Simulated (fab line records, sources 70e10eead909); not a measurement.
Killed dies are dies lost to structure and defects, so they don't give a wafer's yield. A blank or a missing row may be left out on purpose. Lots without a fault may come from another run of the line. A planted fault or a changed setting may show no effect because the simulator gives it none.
A struck lot beside a sound one | flow nand_harc | 16 steps out of a route of 1159
Sound: wafers L379.3, L379.5, L379.6. Struck: wafers L375.2, L375.5. (L375.3 of the same lot was not struck and is left out.) The cause comes at the end.
At each step with rows: each side's tool, then ch and its chambers, then its first start. Under that, the readings that differ: sound wafers | struck wafers | difference of the means | sigmas: that difference in standard deviations of wafers without a fault.
alike: readings whose means differ by less than 2 such deviations, and words and numbers that are the same on both sides. not compared: withheld readings, readings that some wafer has no value for, bounds like >300 that may hide the same value, and numbers for which the record gives no deviation and whose values overlap.
The two part at a step that has a row with sigmas, a row that says differs or no value, or rows on one side only. Numbers that don't overlap but have no deviation are shown without sigmas and don't part them. A reading that every wafer of one side lacks parts them only if that side has two wafers or more.

NHARC_A_CHANNEL_FILL_D1_STRIP_28: strips in O2, time 20 s.
  sound on rie_diel-10 ch 1,2, day 13 18:28; struck on rie_diel-10 ch 0, day 11 19:00
  alike: drypump_motor_current_A, oes_product_au, rf_vpp_V, showerhead_plenum_p_Torr, throttle_valve_pct
  not compared: rf_hours_counter_h
then, 4 steps without rows for these wafers: NHARC_A_CHANNEL_FILL_D1_PRECLEAN_21 (cleans in dHF, time 30 s); NHARC_A_CHANNEL_FILL_D1_SRD_23; NHARC_A_CHANNEL_FILL_D1_CVD_05 (deposits poly-Si, target thk 5 nm); NHARC_A_CHANNEL_FILL_D1_ANNEAL_22 (time 7200 s).
NHARC_A_CHANNEL_FILL_D1_ALD_25: deposits SiOx, target thk 60 nm, pulse time 10 s, ald cycles 600.
  sound on ald_hk-02 ch 1,2,3, day 14 07:35; struck on ald_hk-02 ch 3, day 12 06:01
  alike: heater_power_w, precursor_pulse_height_rel
NHARC_A_CHANNEL_FILL_D1_ETCHBACK_08: etches the open film in C4F8, target depth 220 nm, time 110 s.
  sound on rie_diel-09 ch 0,1; struck on rie_diel-10 ch 1,3
  alike: oes_product_au, rf_vpp_V
  not compared: rf_hours_counter_h
NHARC_A_CHANNEL_FILL_D1_STRIP_29: strips in O2, time 20 s.
  sound on rie_diel-09 ch 0,2,3; struck on rie_diel-10 ch 0,1
  reading                     | sound          | struck    | difference | sigmas
  drypump_motor_current_A (A) | 5.77 6.02 6.13 | 5.18 5.56 | -0.60      | -2
  alike: oes_product_au, rf_vpp_V, showerhead_plenum_p_Torr, throttle_valve_pct
  not compared: rf_hours_counter_h
then, 3 steps without rows for these wafers: NHARC_A_CHANNEL_FILL_D1_PRECLEAN_30 (cleans in dHF, time 30 s); NHARC_A_CHANNEL_FILL_D1_SRD_31; NHARC_A_CHANNEL_FILL_D1_CVD_09 (deposits poly-Si, target thk 150 nm, time 3000 s).
NHARC_A_CHANNEL_FILL_D1_CMP_10: polishes, target thk 150 nm.
  sound on cmp-03 ch 0,2,3, day 14 15:01; struck on cmp-04 ch 1, day 12 17:14
  alike: motor_current_A, time_to_endpoint_s
then, 1 step without rows for these wafers: NHARC_A_CHANNEL_FILL_D1_SRD_12.
NHARC_A_CHANNEL_FILL_D1_RTA_24: time 5 s.
  sound on rtp_anneal-02 ch 0, day 14 15:31; struck on rtp_anneal-02 ch 0, day 12 17:43
  alike: lamp_power_pct, lamp_zone_2_pct, wafer_temp_C_max
NHARC_A_CHANNEL_FILL_D1_INSPECT_13:
  sound on defect_inspect-01, day 14 15:39; struck on defect_inspect-01, day 12 18:11
  reading          | sound       | struck    | difference | sigmas
  raw_defect_count | 306 587 425 | 1134 1630 | +943       | +6
  not compared: hold
-- the record jumps here: 9 days lie between the struck wafers' starts before and after (it left off in module A_CHANNEL_FILL_D1 and takes up again in module END, whose first step shown is number 1159 of the route) --
NHARC_END_SORT_01:
  the record has rows for the struck wafers here (prober-02 ch 0, day 21 14:04) and none for the sound ones

WHERE THEY PART
First at NHARC_A_CHANNEL_FILL_D1_STRIP_29; last, within this record, at NHARC_END_SORT_01.

WHY: what the simulator had put in
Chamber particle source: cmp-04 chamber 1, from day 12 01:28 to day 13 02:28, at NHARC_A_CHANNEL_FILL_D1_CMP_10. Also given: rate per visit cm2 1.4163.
